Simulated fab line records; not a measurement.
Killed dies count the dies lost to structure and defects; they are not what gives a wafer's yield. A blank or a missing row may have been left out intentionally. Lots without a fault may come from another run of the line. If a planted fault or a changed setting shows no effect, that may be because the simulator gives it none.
The tool behind it: which one? + flow nand harc + Sampling: 24 lots, 72 wafers, 6 of 1302 route steps

## WHAT THE GAUGES READ, wafer by wafer
NHARC_A_CONTACT_INSPECT_23.
| lot  | measured     | on                | raw defect count |
|------|--------------|-------------------|------------------|
| L077 | day 23 05:44 | defect inspect-01 | 508 330 533      |
| L075 | day 23 07:33 | defect inspect-01 | 650 452 533      |
| L074 | day 23 09:49 | defect inspect-02 | 456 308 392      |
| L076 | day 23 13:37 | defect inspect-02 | 579 468 494      |
| L079 | day 24 05:34 | defect inspect-02 | 404 618 467      |
| L078 | day 24 06:18 | defect inspect-01 | 551 465 753      |
| L080 | day 25 04:50 | defect inspect-02 | 431 406 359      |
| L081 | day 25 12:58 | defect inspect-02 | 619 579 533      |
| L084 | day 27 13:49 | defect inspect-01 | 487 540 398      |
| L082 | day 27 15:01 | defect inspect-01 | 585 471 549      |
| L083 | day 27 16:46 | defect inspect-02 | 340 612 376      |
| L087 | day 28 00:43 | defect inspect-01 | 383 552 530      |
| L085 | day 28 07:53 | defect inspect-01 | 608 534 515      |
| L088 | day 28 10:51 | defect inspect-01 | 576 507 441      |
| L086 | day 28 13:49 | defect inspect-01 | 492 723 479      |
| L089 | day 28 21:16 | defect inspect-02 | 526 349 379      |
| L091 | day 29 05:46 | defect inspect-02 | 525 591 481      |
| L090 | day 29 10:53 | defect inspect-02 | 467 395 328      |
| L093 | day 30 14:20 | defect inspect-01 | 666 442 623      |
| L092 | day 30 15:58 | defect inspect-01 | 410 374 503      |
| L094 | day 30 22:28 | defect inspect-02 | 484 554 518      |
| L096 | day 31 12:46 | defect inspect-01 | 369 569 483      |
| L095 | day 32 05:50 | defect inspect-01 | 438 371 395      |
| L097 | day 33 00:11 | defect inspect-01 | 431 371 477      |

NHARC_A_BLC_INSPECT_28.
| lot  | measured     | on                | raw defect count |
|------|--------------|-------------------|------------------|
| L077 | day 23 09:22 | defect inspect-01 | 665 526 890      |
| L075 | day 23 11:05 | defect inspect-02 | 511 531 615      |
| L074 | day 23 13:28 | defect inspect-01 | 392 399 295      |
| L076 | day 23 17:09 | defect inspect-01 | 571 563 580      |
| L079 | day 24 09:06 | defect inspect-02 | 404 668 528      |
| L078 | day 24 09:57 | defect inspect-02 | 705 644 559      |
| L080 | day 25 08:53 | defect inspect-01 | 526 569 521      |
| L081 | day 25 17:04 | defect inspect-02 | 686 675 560      |
| L084 | day 27 17:27 | defect inspect-02 | 526 564 724      |
| L082 | day 27 18:41 | defect inspect-01 | 714 787 687      |
| L083 | day 27 20:25 | defect inspect-01 | 443 485 464      |
| L087 | day 28 04:50 | defect inspect-01 | 523 630 729      |
| L085 | day 28 11:33 | defect inspect-01 | 494 412 471      |
| L088 | day 28 14:29 | defect inspect-02 | 658 802 678      |
| L086 | day 28 17:34 | defect inspect-02 | 476 376 409      |
| L089 | day 29 00:47 | defect inspect-02 | 431 329 456      |
| L091 | day 29 09:25 | defect inspect-02 | 411 316 384      |
| L090 | day 29 14:31 | defect inspect-02 | 553 569 586      |
| L093 | day 30 18:00 | defect inspect-02 | 564 427 433      |
| L092 | day 30 19:47 | defect inspect-02 | 478 458 444      |
| L094 | day 31 02:00 | defect inspect-02 | 481 611 483      |
| L096 | day 31 16:27 | defect inspect-02 | 447 424 398      |
| L095 | day 32 09:32 | defect inspect-01 | 241 435 333      |
| L097 | day 33 03:43 | defect inspect-02 | 603 601 459      |

## TOOL THAT RAN EACH LOT (tool first, then ch and the chambers of the sampled wafers, then the start)
| lot  | NHARC_A_CONTACT_ETCH_133             | NHARC_A_CONTACT_ETCH_106           | NHARC_A_CONTACT_ETCH_134             | NHARC_A_BLC_PVD_32                      |
|------|--------------------------------------|------------------------------------|--------------------------------------|-----------------------------------------|
| L077 | har cap etch-02 ch 0,1, day 22 18:58 | rie diel-08 ch 0,2,3, day 22 20:15 | har cap etch-03 ch 0,1, day 23 01:13 | pvd sputter-01, day 23 09:22 or earlier |
| L075 | har cap etch-01 ch 0,1, day 22 20:04 | rie diel-08 ch 0,2, day 22 21:22   | har cap etch-01 ch 0,1, day 23 03:04 | pvd sputter-03, day 23 11:05 or earlier |
| L074 | har cap etch-03 ch 0, day 22 22:23   | rie diel-03 ch 0,2, day 22 23:37   | har cap etch-03 ch 0,1, day 23 05:19 | pvd sputter-03, day 23 13:28 or earlier |
| L076 | har cap etch-01 ch 0,1, day 23 02:09 | rie diel-08 ch 1,2,3, day 23 03:34 | har cap etch-03 ch 0,1, day 23 08:57 | pvd sputter-03, day 23 17:09 or earlier |
| L079 | har cap etch-01 ch 0,1, day 23 18:21 | rie diel-01 ch 0,1,3, day 23 19:39 | har cap etch-02 ch 0,1, day 24 00:07 | pvd sputter-01, day 24 09:06 or earlier |
| L078 | har cap etch-03 ch 0, day 23 19:01   | rie diel-03 ch 1,3, day 23 20:30   | har cap etch-01 ch 1, day 24 01:02   | pvd sputter-03, day 24 09:57 or earlier |
| L080 | har cap etch-01 ch 0,1, day 24 18:35 | rie diel-01 ch 0,1, day 24 19:49   | har cap etch-02 ch 1, day 25 00:16   | pvd sputter-02, day 25 08:53 or earlier |
| L081 | har cap etch-03 ch 0,1, day 25 00:59 | rie diel-08 ch 1,2,3, day 25 02:17 | har cap etch-01 ch 0,1, day 25 08:29 | pvd sputter-01, day 25 17:04 or earlier |
| L084 | har cap etch-02 ch 0,1, day 26 13:41 | rie diel-08 ch 1,3, day 26 15:00   | har cap etch-01 ch 0,1, day 27 08:43 | pvd sputter-01, day 27 17:27 or earlier |
| L082 | har cap etch-01 ch 0,1, day 26 16:56 | rie diel-01 ch 0,1,3, day 26 18:14 | har cap etch-03 ch 0,1, day 27 09:53 | pvd sputter-01, day 27 18:41 or earlier |
| L083 | har cap etch-02 ch 0,1, day 27 00:58 | rie diel-01 ch 0,1, day 27 02:19   | har cap etch-02 ch 0,1, day 27 12:09 | pvd sputter-03, day 27 20:25 or earlier |
| L087 | har cap etch-02 ch 0,1, day 27 08:51 | rie diel-03 ch 1,3, day 27 10:15   | har cap etch-01 ch 0,1, day 27 19:35 | pvd sputter-03, day 28 04:50 or earlier |
| L085 | har cap etch-01 ch 0,1, day 27 14:55 | rie diel-08 ch 1,3, day 27 16:32   | har cap etch-03 ch 0,1, day 28 03:16 | pvd sputter-01, day 28 11:33 or earlier |
| L088 | har cap etch-02 ch 0,1, day 27 20:28 | rie diel-01 ch 0,1,3, day 27 21:50 | har cap etch-01 ch 0,1, day 28 05:04 | pvd sputter-03, day 28 14:29 or earlier |
| L086 | har cap etch-02 ch 0,1, day 27 22:44 | rie diel-01 ch 0,3, day 28 00:01   | har cap etch-01 ch 0,1, day 28 08:43 | pvd sputter-03, day 28 17:34 or earlier |
| L089 | har cap etch-03 ch 0,1, day 28 10:20 | rie diel-03 ch 0,2, day 28 11:40   | har cap etch-01 ch 0,1, day 28 16:15 | pvd sputter-02, day 29 00:47 or earlier |
| L091 | har cap etch-03 ch 1, day 28 18:50   | rie diel-01 ch 0,1,2, day 28 20:19 | har cap etch-01 ch 0,1, day 29 00:45 | pvd sputter-03, day 29 09:25 or earlier |
| L090 | har cap etch-02 ch 0,1, day 29 00:35 | rie diel-01 ch 0,2,3, day 29 01:54 | har cap etch-03 ch 1, day 29 06:23   | pvd sputter-01, day 29 14:31 or earlier |
| L093 | har cap etch-02 ch 0,1, day 30 04:14 | rie diel-08 ch 0,1,3, day 30 05:28 | har cap etch-03 ch 0,1, day 30 09:53 | pvd sputter-02, day 30 18:00 or earlier |
| L092 | har cap etch-01 ch 0,1, day 30 05:29 | rie diel-01 ch 0,1,3, day 30 06:38 | har cap etch-01 ch 0,1, day 30 11:32 | pvd sputter-02, day 30 19:47 or earlier |
| L094 | har cap etch-02 ch 0,1, day 30 12:29 | rie diel-08 ch 2,3, day 30 13:34   | har cap etch-02 ch 0,1, day 30 18:05 | pvd sputter-03, day 31 02:00 or earlier |
| L096 | har cap etch-01 ch 0,1, day 31 01:49 | rie diel-01 ch 2,3, day 31 03:02   | har cap etch-02 ch 1, day 31 08:03   | pvd sputter-03, day 31 16:27 or earlier |
| L095 | har cap etch-01 ch 0,1, day 31 13:28 | rie diel-01 ch 0,2,3, day 31 14:46 | har cap etch-03 ch 0,1, day 32 01:21 | pvd sputter-01, day 32 09:32 or earlier |
| L097 | har cap etch-03 ch 0,1, day 32 10:51 | rie diel-03 ch 2,3, day 32 12:01   | har cap etch-01 ch 0,1, day 32 19:44 | pvd sputter-02, day 33 03:43 or earlier |
- NHARC_A_CONTACT_ETCH_133: etches the open film in C4F8/O2/Ar, time 374 s, target depth 1610 nm.
- NHARC_A_CONTACT_ETCH_106: etches the open film in CF4/O2, target depth 90 nm, overetch 9 nm, time 49.5 s.
- NHARC_A_CONTACT_ETCH_134: etches the open film in C4F8/O2/Ar, time 140 s, target depth 700 nm.
- NHARC_A_BLC_PVD_32: deposits Ti, target thk 5 nm, time 17.7 s.

## AS READ BY THE TOOLS THEMSELVES (means over the sampled wafers that have a number; for cases with no such wafer, the mark the record gives instead)
NHARC_A_CONTACT_ETCH_106.
| lot  | tool        | drypump motor current A (A) | mfc ar sccm (sccm) | oes_o_777_au (a.u.) | oes product au (a.u.) | rf vpp V (V) | showerhead plenum p Torr (Torr) | throttle valve pct (%) |
|------|-------------|-----------------------------|--------------------|---------------------|-----------------------|--------------|---------------------------------|------------------------|
| L077 | rie diel-08 | 5.7                         | 0.010              | 0.996               | 0.999                 | 195.9        | 1.25                            | 13.405                 |
| L075 | rie diel-08 | 5.8                         | 0.001              | 0.997               | 1.005                 | 196.2        | 1.26                            | 13.387                 |
| L074 | rie diel-03 | 5.2                         | 0.002              | 0.996               | 0.998                 | 198.0        | 1.35                            | 13.400                 |
| L076 | rie diel-08 | 5.9                         | 0.015              | 0.999               | 0.999                 | 195.4        | 1.24                            | 13.395                 |
| L079 | rie diel-01 | 5.6                         | 0.012              | 0.999               | 1.004                 | 198.3        | 1.32                            | 13.390                 |
| L078 | rie diel-03 | 5.4                         | 0.000              | 0.997               | 0.998                 | 198.1        | 1.38                            | 13.402                 |
| L080 | rie diel-01 | 5.9                         | 0.025              | 0.996               | 1.003                 | 197.7        | 1.33                            | 13.399                 |
| L081 | rie diel-08 | 5.9                         | 0.015              | 1.003               | 0.991                 | 198.5        | 1.38                            | 13.399                 |
| L084 | rie diel-08 | 5.7                         | 0.024              | 1.002               | 0.994                 | 198.0        | 1.31                            | 13.400                 |
| L082 | rie diel-01 | 5.6                         | 0.012              | 1.000               | 0.995                 | 197.8        | 1.32                            | 13.391                 |
| L083 | rie diel-01 | 6.0                         | 0.025              | 0.998               | 0.998                 | 197.8        | 1.33                            | 13.395                 |
| L087 | rie diel-03 | 5.4                         | 0.000              | 0.996               | 0.997                 | 197.9        | 1.33                            | 13.395                 |
| L085 | rie diel-08 | 5.7                         | 0.024              | 1.000               | 0.985                 | 197.5        | 1.31                            | 13.398                 |
| L088 | rie diel-01 | 5.6                         | 0.012              | 1.002               | 1.000                 | 197.1        | 1.32                            | 13.401                 |
| L086 | rie diel-01 | 5.3                         | 0.000              | 1.002               | 0.997                 | 197.2        | 1.31                            | 13.400                 |
| L089 | rie diel-03 | 5.4                         | 0.005              | 0.996               | 0.993                 | 197.2        | 1.31                            | 13.393                 |
| L091 | rie diel-01 | 5.7                         | 0.017              | 1.002               | 1.001                 | 197.5        | 1.31                            | 13.397                 |
| L090 | rie diel-01 | 5.4                         | 0.005              | 1.001               | 1.000                 | 197.4        | 1.30                            | 13.388                 |
| L093 | rie diel-08 | 5.7                         | 0.015              | 1.003               | 0.987                 | 196.8        | 1.31                            | 13.387                 |
| L092 | rie diel-01 | 5.6                         | 0.012              | 0.997               | 0.994                 | 197.5        | 1.32                            | 13.403                 |
| L094 | rie diel-08 | 5.6                         | 0.019              | 0.993               | 0.986                 | 197.2        | 1.30                            | 13.387                 |
| L096 | rie diel-01 | 5.5                         | 0.005              | 1.005               | 0.998                 | 197.2        | 1.29                            | 13.396                 |
| L095 | rie diel-01 | 5.4                         | 0.005              | 0.999               | 0.996                 | 197.0        | 1.30                            | 13.394                 |
| L097 | rie diel-03 | 5.5                         | 0.002              | 0.998               | 0.997                 | 197.0        | 1.28                            | 13.394                 |

NHARC_A_BLC_PVD_32.
| lot  | tool           | throttle valve pct (%) |
|------|----------------|------------------------|
| L077 | pvd sputter-01 | 28.2                   |
| L075 | pvd sputter-03 | 31.4                   |
| L074 | pvd sputter-03 | 30.1                   |
| L076 | pvd sputter-03 | 30.0                   |
| L079 | pvd sputter-01 | 28.0                   |
| L078 | pvd sputter-03 | 31.1                   |
| L080 | pvd sputter-02 | 31.1                   |
| L081 | pvd sputter-01 | 29.2                   |
| L084 | pvd sputter-01 | 28.6                   |
| L082 | pvd sputter-01 | 28.4                   |
| L083 | pvd sputter-03 | 30.1                   |
| L087 | pvd sputter-03 | 31.7                   |
| L085 | pvd sputter-01 | 29.2                   |
| L088 | pvd sputter-03 | 30.4                   |
| L086 | pvd sputter-03 | 30.1                   |
| L089 | pvd sputter-02 | 29.8                   |
| L091 | pvd sputter-03 | 30.2                   |
| L090 | pvd sputter-01 | 29.1                   |
| L093 | pvd sputter-02 | 31.6                   |
| L092 | pvd sputter-02 | 28.7                   |
| L094 | pvd sputter-03 | 29.8                   |
| L096 | pvd sputter-03 | 29.8                   |
| L095 | pvd sputter-01 | 29.3                   |
| L097 | pvd sputter-02 | 30.9                   |

## THE ANSWER, worked out from the rows above alone
Rule: what is usual is taken from the lots themselves. The widest of any qualifying gaps counts: lots, ordered by their means at a reading, are off when they make up no more than a third of the lots, leave a main group of 4 or more, and stand apart from it by 3 or more times the standard deviation of that group's means. A main group whose means are all the same, to the digits that the tables above print for the reading, isn't used. Also off: a lot with no number at a reading for which 4 or more lots have one. The other lots that the step has rows for count as sound. First the gauges in route order, then the tools' own readings, where a lot's mean is used as printed above. At the first step where some lot is off, the reading lying furthest off is the one used; lots without a number count as furthest.
No lot is off at any reading shown: from this, nothing can be told.

## WHAT THE SIMULATOR HAD PUT IN
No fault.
